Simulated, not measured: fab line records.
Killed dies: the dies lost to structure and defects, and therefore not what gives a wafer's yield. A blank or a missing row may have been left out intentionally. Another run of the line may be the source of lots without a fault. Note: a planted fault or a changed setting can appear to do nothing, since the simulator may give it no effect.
Which tool was responsible?	flow n5-finfet	14 lots with 42 wafers sampled at 8 steps, on a route of 1938 steps

WHAT EACH GAUGE READ, for each wafer
N5_BEOL_M0_SAQP_THK_MEAS_05. Usual: thk-nm at 59.9 nm, with a standard deviation of 0.76.
lot	measured	on	thk-nm (nm)	flag
L186	day 5 19:26	film-metro-01	59.4 59.9 60.3	
L188	day 6 07:10	film-metro-01	60.2 59.9 60.5	
L189	day 6 14:34	film-metro-01	60.7 61.1 59.7	
L190	day 6 15:28	film-metro-01	59.5 58.7 60.2	
L193	day 7 12:52	film-metro-02	59.8 60.3 59.9	
L194	day 7 19:51	film-metro-02	58.9 60.2 59.7	
L195	day 7 23:33	film-metro-02	59.4 60.6 61.4	
L196	day 8 11:14	film-metro-02	59.6 60.4 61.2	
L199	day 8 23:49	film-metro-01	58.5 59.5 59.3	
L200	day 9 06:52	film-metro-02	59.7 58.9 60.7	
L205	day 10 10:38	film-metro-02	60.3 60.8 60.5	
L206	day 10 18:05	film-metro-02	58.4 58.6 60.0	
L207	day 11 02:17	film-metro-02	59.8 59.6 59.8	
L208	day 11 05:17	film-metro-02	59.6 59.4 59.8	

N5_BEOL_M0_SAQP_CD_MEAS_14 targets a cd of 42.5 nm. Usual: cd-nm at 42.4 nm, with a standard deviation of 0.37.
lot	measured	on	cd-nm (nm)	flag
L186	day 5 19:55	cd-sem-03	42.7 42.5 42.2	
L188	day 6 07:31	cd-sem-01	42.4 42.1 42.0	
L189	day 6 14:55	cd-sem-01	42.3 42.6 42.8	
L190	day 6 15:56	cd-sem-03	42.3 42.2 42.1	
L193	day 7 13:22	cd-sem-01	42.5 43.2 42.7	
L194	day 7 20:13	cd-sem-02	42.2 42.1 42.3	
L195	day 8 00:02	cd-sem-03	42.1 41.9 42.2	
L196	day 8 11:44	cd-sem-01	42.6 42.7 41.9	
L199	day 9 00:18	cd-sem-02	42.3 42.6 42.4	
L200	day 9 07:14	cd-sem-02	42.5 42.3 42.9	
L205	day 10 11:07	cd-sem-03	42.9 42.2 42.6	
L206	day 10 18:34	cd-sem-02	42.4 42.0 42.5	
L207	day 11 02:38	cd-sem-02	42.8 42.0 41.5	
L208	day 11 05:46	cd-sem-02	42.4 42.7 42.0	

N5_BEOL_M0_SAQP_CD_MEAS_25 targets a cd of 13.1 nm. Usual: cd-nm at 12.78 nm, with a standard deviation of 0.25.
lot	measured	on	cd-nm (nm)	flag
L186	day 5 21:34	cd-sem-01	12.66 12.75 12.74	
L188	day 6 09:11	cd-sem-01	12.37 12.49 12.82	
L189	day 6 16:48	cd-sem-02	13.06 12.70 13.02	
L190	day 6 17:54	cd-sem-01	12.82 12.34 12.45	
L193	day 7 15:01	cd-sem-02	12.61 12.92 12.67	
L194	day 7 21:52	cd-sem-01	12.91 12.78 12.76	
L195	day 8 01:41	cd-sem-03	13.00 13.22 12.99	
L196	day 8 15:57	cd-sem-02	12.94 12.60 12.66	
L199	day 9 01:58	cd-sem-01	- - -	OFF
L200	day 9 09:09	cd-sem-01	- - -	OFF
L205	day 10 12:49	cd-sem-03	12.85 12.75 13.04	
L206	day 10 20:15	cd-sem-03	12.81 12.16 12.66	
L207	day 11 04:33	cd-sem-03	12.90 12.81 12.38	
L208	day 11 07:26	cd-sem-01	12.81 12.73 13.12	

N5_BEOL_M4_RC_MEAS_101. Usual: DIBL_N 36.6 mV/V, standard deviation 2.1; DIBL_P 36.3 mV/V, standard deviation 2.2; IOFF_N 0.16 nA/um, standard deviation 0.036; IOFF_P 0.21 nA/um, standard deviation 0.038; ION_N 671 uA/um, standard deviation 12; ION_P 460 uA/um, standard deviation 7.5; SS_N 71.8 mV/dec, standard deviation 0.72; SS_P 73.3 mV/dec, standard deviation 0.72; VT_N 250 mV, standard deviation 3.2; VT_P -250 mV, standard deviation 3.5.
lot	measured	on	DIBL_N (mV/V)	DIBL_P (mV/V)	IOFF_N (nA/um)	IOFF_P (nA/um)	ION_N (uA/um)	ION_P (uA/um)	SS_N (mV/dec)	SS_P (mV/dec)	VT_N (mV)	VT_P (mV)	flag
L186	day 8 03:50	prober-01	39.8 37.9 39.4	37.1 35.5 36.5	0.20 0.17 0.19	0.26 0.24 0.25	678 679 666	469 473 460	72.1 71.9 72.7	73.7 73.5 73.9	249 247 247	-245 -246 -246	
L188	day 8 13:08	prober-01	36.6 34.7 35.2	35.8 33.8 33.3	0.18 0.14 0.14	0.21 0.18 0.17	674 670 664	458 463 452	71.9 71.7 71.7	73.5 73.2 72.9	249 250 251	-251 -254 -253	
L189	day 8 17:33	prober-01	39.1 34.7 33.8	39.6 33.7 33.0	0.20 0.13 0.11	0.25 0.17 0.15	683 654 656	458 451 454	72.3 71.3 70.9	74.0 72.3 72.3	249 252 252	-247 -252 -255	
L190	day 9 00:05	prober-01	37.5 38.7 39.7	36.5 37.5 39.3	0.18 0.21 0.24	0.23 0.27 0.32	673 697 686	463 474 464	71.3 72.4 72.7	73.2 73.8 74.3	247 246 242	-248 -245 -242	
L193	day 9 17:07	prober-01	35.7 36.0 35.9	35.6 36.6 36.8	0.16 0.16 0.16	0.21 0.23 0.22	674 673 673	459 462 458	71.9 71.8 72.2	73.0 73.2 73.3	248 250 249	-252 -249 -250	
L194	day 10 02:48	prober-02	34.4 35.4 32.6	35.1 35.9 33.4	0.13 0.15 0.11	0.19 0.21 0.16	663 678 666	456 470 461	70.9 71.0 70.7	72.4 73.1 72.5	252 249 252	-252 -249 -252	
L195	day 10 07:31	prober-01	32.1 36.3 36.9	31.7 35.6 36.6	0.12 0.18 0.18	0.17 0.24 0.25	668 686 673	470 471 465	69.9 72.0 72.1	72.2 73.1 73.4	253 248 248	-250 -247 -246	
L196	day 11 02:38	prober-02	38.5 32.7 37.1	40.2 32.7 37.2	0.19 0.10 0.17	0.22 0.13 0.18	668 649 660	455 448 448	71.9 70.5 72.6	73.7 71.0 72.8	248 256 251	-253 -255 -255	
L205	day 12 19:21	prober-02	37.9 35.5 36.4	37.7 35.2 36.9	0.18 0.14 0.16	0.22 0.19 0.22	672 667 682	451 457 462	71.8 71.7 71.6	73.7 72.5 73.5	250 254 249	-253 -254 -251	
L206	day 13 02:57	prober-01	37.2 33.6 34.7	35.3 32.8 33.9	0.16 0.12 0.14	0.24 0.21 0.21	658 666 667	456 468 469	72.2 70.6 70.3	73.5 72.2 72.7	251 255 247	-246 -249 -246	
L207	day 13 11:47	prober-01	36.2 36.7 34.0	34.9 35.4 31.1	0.14 0.14 0.10	0.17 0.19 0.13	672 673 659	461 463 451	71.9 71.5 70.7	72.5 73.0 71.5	251 250 254	-255 -253 -258	
L208	day 13 12:16	prober-02	35.4 36.7 36.5	34.1 37.2 36.3	0.15 0.17 0.16	0.20 0.27 0.23	671 686 678	462 478 467	70.7 71.8 71.5	73.4 73.5 74.0	250 247 249	-248 -245 -246	

EACH LOT AND THE TOOL THAT RAN IT (in order: tool; ch and the chambers of the sampled wafers; start)
lot	N5_BEOL_M0_SAQP_ETCH_83	N5_BEOL_M0_SAQP_ETCH_84	N5_BEOL_M0_SAQP_HM_OPEN_112	N5_BEOL_M0_SAQP_MANDREL_ETCH_20
L186	rie-diel-05 ch 0,1,2, day 5 20:02	rie-diel-05 ch 0,1,2, day 5 20:05	rie-diel-05 ch 0,1,2, day 5 20:11	rie-si-01 ch 1,3, day 5 20:16
L188	rie-diel-06 ch 0,1,2, day 6 07:39	rie-diel-06 ch 0,1,2, day 6 07:42	rie-diel-06 ch 0,1,2, day 6 07:48	rie-si-06 ch 0,1, day 6 07:53
L189	rie-diel-05 ch 0,1, day 6 15:02	rie-diel-05 ch 0,1, day 6 15:05	rie-diel-05 ch 0,1, day 6 15:12	rie-si-04 ch 2,3, day 6 15:17
L190	rie-diel-03 ch 0,1, day 6 16:21	rie-diel-03 ch 0,1, day 6 16:24	rie-diel-03 ch 0,1, day 6 16:31	rie-si-01 ch 0,1,3, day 6 16:35
L193	rie-diel-05 ch 1,2,3, day 7 13:29	rie-diel-05 ch 1,2,3, day 7 13:32	rie-diel-05 ch 1,2,3, day 7 13:38	rie-si-06 ch 0,2, day 7 13:43
L194	rie-diel-05 ch 0,1, day 7 20:20	rie-diel-05 ch 0,1, day 7 20:23	rie-diel-05 ch 0,1, day 7 20:29	rie-si-06 ch 0,1,3, day 7 20:34
L195	rie-diel-05 ch 0,1,2, day 8 00:10	rie-diel-05 ch 0,1,2, day 8 00:13	rie-diel-05 ch 0,1,2, day 8 00:19	rie-si-01 ch 0,2,3, day 8 00:24
L196	rie-diel-06 ch 0,2, day 8 11:52	rie-diel-06 ch 0,2, day 8 11:55	rie-diel-06 ch 0,2, day 8 12:01	rie-si-01 ch 0,3, day 8 12:06
L199	rie-diel-05 ch 1,2,3, day 9 00:25	rie-diel-05 ch 1,2,3, day 9 00:28	rie-diel-05 ch 1,2,3, day 9 00:34	rie-si-01 ch 0,1,2, day 9 00:40
L200	rie-diel-03 ch 1,2,3, day 9 07:28	rie-diel-03 ch 1,2,3, day 9 07:31	rie-diel-03 ch 1,2,3, day 9 07:38	rie-si-06 ch 1,2, day 9 07:43
L205	rie-diel-05 ch 0,1,3, day 10 11:16	rie-diel-05 ch 0,1,3, day 10 11:20	rie-diel-05 ch 0,1,3, day 10 11:25	rie-si-04 ch 0,1,2, day 10 11:28
L206	rie-diel-03 ch 0,3, day 10 18:41	rie-diel-03 ch 0,3, day 10 18:44	rie-diel-03 ch 0,3, day 10 18:51	rie-si-04 ch 1,2,3, day 10 18:56
L207	rie-diel-06 ch 0,1,2, day 11 02:46	rie-diel-06 ch 0,1,2, day 11 02:49	rie-diel-06 ch 0,1,2, day 11 02:55	rie-si-04 ch 0,2,3, day 11 03:00
L208	rie-diel-03 ch 0,1,3, day 11 05:53	rie-diel-03 ch 0,1,3, day 11 05:56	rie-diel-03 ch 0,1,3, day 11 06:03	rie-si-06 ch 0,2,3, day 11 06:08
- N5_BEOL_M0_SAQP_ETCH_83: etches SiARC in CF4, target depth 39 nm, time 65 s.
- N5_BEOL_M0_SAQP_ETCH_84: etches SOC in N2/H2, target depth 100 nm, overetch 20 nm, time 150 s.
- N5_BEOL_M0_SAQP_HM_OPEN_112: chemistry CHF3/O2, target SiO2, stops on a-Si, target depth 12 nm, time 13.5 s.
- N5_BEOL_M0_SAQP_MANDREL_ETCH_20: etches a-Si in HBr/Cl2, stops on SiNx, target depth 60 nm, bt time 10 s, time 30 s.

WHAT THE TOOLS THEMSELVES READ (means of the sampled wafers that have a number; where no wafer has one, the mark that the record gives instead)
N5_BEOL_M0_SAQP_ETCH_83. Usual: bias-w 36.01 W, standard deviation 0.11; cf4-flow-sccm 100.0 sccm, standard deviation 0.33; drypump-motor-current-A 5.73 A, standard deviation 0.27; etch-rf-on-time-s 64.0 s, standard deviation 1.9; oes-product-au 0.67 a.u., standard deviation 0.069; rf-fwd-power-W 538.5 W, standard deviation 2.4; rf-vpp-V 184.1 V, standard deviation 1.2; showerhead-plenum-p-Torr 2.14 Torr, standard deviation 0.06; throttle-valve-pct 15.67 %, standard deviation 0.21.
lot	tool	bias-w (W)	cf4-flow-sccm (sccm)	drypump-motor-current-A (A)	etch-rf-on-time-s (s)	oes-product-au (a.u.)	rf-fwd-power-W (W)	rf-vpp-V (V)	showerhead-plenum-p-Torr (Torr)	throttle-valve-pct (%)	flag
L186	rie-diel-05	35.95	99.9	5.72	61.9	0.70	536.8	184.7	2.13	15.54	
L188	rie-diel-06	35.99	100.0	5.74	65.3	0.63	539.7	185.9	2.17	15.70	
L189	rie-diel-05	35.97	99.8	5.81	62.1	0.67	538.9	182.7	2.10	15.72	
L190	rie-diel-03	35.96	100.4	5.92	63.0	0.63	540.2	183.4	2.08	15.79	
L193	rie-diel-05	35.99	99.9	5.82	65.4	0.72	538.9	184.4	2.19	15.46	
L194	rie-diel-05	35.98	100.0	5.80	62.3	0.67	539.4	183.1	2.09	15.72	
L195	rie-diel-05	36.04	99.9	5.71	62.7	0.68	537.7	183.7	2.13	15.56	
L196	rie-diel-06	35.97	99.5	5.73	64.6	0.62	536.6	183.5	2.14	15.79	
L199	rie-diel-05	36.02	99.7	5.82	64.4	0.71	540.0	184.4	2.19	15.47	
L200	rie-diel-03	35.91	100.1	5.67	64.1	0.67	538.2	185.0	2.16	15.67	
L205	rie-diel-05	36.10	99.9	5.92	64.1	0.68	537.7	184.4	2.16	15.67	
L206	rie-diel-03	35.96	99.8	5.35	64.4	0.61	537.3	183.3	2.13	15.78	
L207	rie-diel-06	36.10	100.1	5.76	65.4	0.61	538.8	184.2	2.16	15.77	
L208	rie-diel-03	36.04	100.0	5.63	63.8	0.61	540.0	183.2	2.10	15.82	

N5_BEOL_M0_SAQP_ETCH_84. Usual: bias-w 149.9 W, standard deviation 0.45; chamber-pressure-mTorr 30.003 mTorr, standard deviation 0.027; drypump-motor-current-A 5.74 A, standard deviation 0.27; oes-product-au 0.69 a.u., standard deviation 0.067; rf-fwd-power-W 836.3 W, standard deviation 2.6; rf-vpp-V 523.8 V, standard deviation 2.4; showerhead-plenum-p-Torr 2.54 Torr, standard deviation 0.08; throttle-valve-pct 17.89 %, standard deviation 0.22.
lot	tool	bias-w (W)	chamber-pressure-mTorr (mTorr)	drypump-motor-current-A (A)	oes-product-au (a.u.)	rf-fwd-power-W (W)	rf-vpp-V (V)	showerhead-plenum-p-Torr (Torr)	throttle-valve-pct (%)	flag
L186	rie-diel-05	149.8	30.032	5.72	0.71	836.1	523.0	2.52	17.66	
L188	rie-diel-06	149.4	30.004	5.75	0.66	837.0	526.0	2.58	17.93	
L189	rie-diel-05	149.8	30.028	5.81	0.68	836.3	521.7	2.47	17.76	
L190	rie-diel-03	150.0	29.994	5.96	0.65	836.4	521.3	2.46	18.05	
L193	rie-diel-05	149.7	29.977	5.81	0.75	838.4	526.0	2.61	17.69	
L194	rie-diel-05	149.8	30.014	5.81	0.68	836.8	520.4	2.47	17.78	
L195	rie-diel-05	150.2	29.999	5.72	0.70	837.1	523.0	2.52	17.69	
L196	rie-diel-06	150.3	30.012	5.74	0.65	835.2	523.9	2.52	17.97	
L199	rie-diel-05	-	-	-	-	-	-	-	-	OFF
L200	rie-diel-03	-	-	-	-	-	-	-	-	OFF
L205	rie-diel-05	150.0	29.989	5.91	0.69	837.5	524.4	2.55	17.81	
L206	rie-diel-03	149.9	30.026	5.34	0.63	840.6	523.2	2.52	18.12	
L207	rie-diel-06	149.9	29.995	5.76	0.64	835.4	525.2	2.56	17.99	
L208	rie-diel-03	149.7	30.001	5.61	0.63	835.6	521.4	2.49	18.09	

N5_BEOL_M0_SAQP_HM_OPEN_112. Usual: drypump-motor-current-A 5.73 A, standard deviation 0.26; oes_o_777_au 0.77 a.u., standard deviation 0.077; oes-product-au 0.51 a.u., standard deviation 0.049; rf-fwd-power-W 644.9 W, standard deviation 2.5; rf-vpp-V 526 V, standard deviation 10; showerhead-plenum-p-Torr 2.41 Torr, standard deviation 0.073; throttle-valve-pct 18.88 %, standard deviation 0.23.
lot	tool	drypump-motor-current-A (A)	oes_o_777_au (a.u.)	oes-product-au (a.u.)	rf-fwd-power-W (W)	rf-vpp-V (V)	showerhead-plenum-p-Torr (Torr)	throttle-valve-pct (%)	flag
L186	rie-diel-05	5.72	0.80	0.53	647.6	528	2.39	18.71	
L188	rie-diel-06	5.75	0.74	0.48	644.0	522	2.44	18.88	
L189	rie-diel-05	5.81	0.78	0.50	643.1	525	2.35	18.85	
L190	rie-diel-03	5.95	0.73	0.47	645.8	528	2.34	18.96	
L193	rie-diel-05	5.79	0.83	0.55	645.8	536	2.47	18.68	
L194	rie-diel-05	5.81	0.76	0.49	646.9	525	2.34	18.85	
L195	rie-diel-05	5.72	0.79	0.51	644.6	526	2.39	18.75	
L196	rie-diel-06	5.72	0.72	0.48	643.0	515	2.40	18.96	
L199	rie-diel-05	5.80	0.81	0.31	646.7	535	2.46	18.66	OFF
L200	rie-diel-03	5.67	0.79	0.29	645.3	524	2.43	18.85	OFF
L205	rie-diel-05	5.91	0.77	0.51	646.6	534	2.42	18.86	
L206	rie-diel-03	5.34	0.70	0.46	647.1	526	2.39	18.98	
L207	rie-diel-06	5.77	0.71	0.46	644.6	522	2.42	18.94	
L208	rie-diel-03	5.61	0.71	0.46	644.5	525	2.36	19.02	

N5_BEOL_M0_SAQP_MANDREL_ETCH_20. Usual: HBr_flow_sccm 150.0 sccm, standard deviation 0.47; bias-w 75.00 W, standard deviation 0.2; drypump-motor-current-A 5.8 A, standard deviation 0.5; he-backside-leak-sccm 2.7 sccm, standard deviation 0.32; oes-product-au 0.780 a.u., standard deviation 0.012; rf-fwd-power-W 795.7 W, standard deviation 2.8; throttle-valve-pct 35.5 %, standard deviation 0.32.
lot	tool	HBr_flow_sccm (sccm)	bias-w (W)	drypump-motor-current-A (A)	he-backside-leak-sccm (sccm)	oes-product-au (a.u.)	rf-fwd-power-W (W)	throttle-valve-pct (%)	flag
L186	rie-si-01	150.1	75.08	5.3	2.5	0.766	793.1	35.2	
L188	rie-si-06	149.6	75.17	6.7	2.7	0.795	795.5	35.6	
L189	rie-si-04	149.7	74.90	5.6	2.6	0.777	799.6	35.8	
L190	rie-si-01	150.6	74.95	5.6	2.9	0.761	794.6	35.2	
L193	rie-si-06	149.9	75.02	5.6	2.6	0.788	794.1	35.8	
L194	rie-si-06	149.9	74.97	6.3	2.8	0.785	796.1	35.5	
L195	rie-si-01	149.8	75.16	5.7	2.7	0.782	793.9	35.1	
L196	rie-si-01	150.4	74.77	5.8	3.2	0.781	795.6	35.1	
L199	rie-si-01	150.4	75.04	5.6	2.9	0.329	793.5	36.0	OFF
L200	rie-si-06	150.1	74.72	6.1	2.8	0.333	793.5	36.2	OFF
L205	rie-si-04	150.0	74.96	5.7	2.6	0.784	794.9	35.4	
L206	rie-si-04	149.8	74.92	5.6	2.5	0.770	798.3	35.6	
L207	rie-si-04	149.6	75.05	5.7	2.7	0.776	795.4	35.6	
L208	rie-si-06	150.0	74.93	5.8	2.5	0.789	795.6	35.7	

THE ANSWER, worked out from the rows above alone
Rule: take the mean of a lot's wafers that have a number; if it is more than 3 standard deviations from the usual mean, the lot is off. Also off: a lot with no number at a reading for which 4 or more lots have one. The other lots that the step has rows for count as sound. The gauges are gone through in route order, then the tools' own readings, and for those a lot's mean is taken as printed above. The first step at which some lot is off is used, and at that step the reading that is off furthest; a lot without a number counts as furthest.
Off, at N5_BEOL_M0_SAQP_CD_MEAS_25 on cd-nm: L199, L200. Without a number there: L199, L200.
If a tool, at a process step before that reading, ran all the lots that are off and no sound lot after the first of them, it fits. The gauges at N5_BEOL_M0_SAQP_CD_MEAS_25 aren't tried: what is off there is off at N5_BEOL_M0_SAQP_ETCH_84 too, on other tools, and a gauge's error can't cause that. No candidate that was tried fits.

WHAT WAS PUT IN BY THE SIMULATOR
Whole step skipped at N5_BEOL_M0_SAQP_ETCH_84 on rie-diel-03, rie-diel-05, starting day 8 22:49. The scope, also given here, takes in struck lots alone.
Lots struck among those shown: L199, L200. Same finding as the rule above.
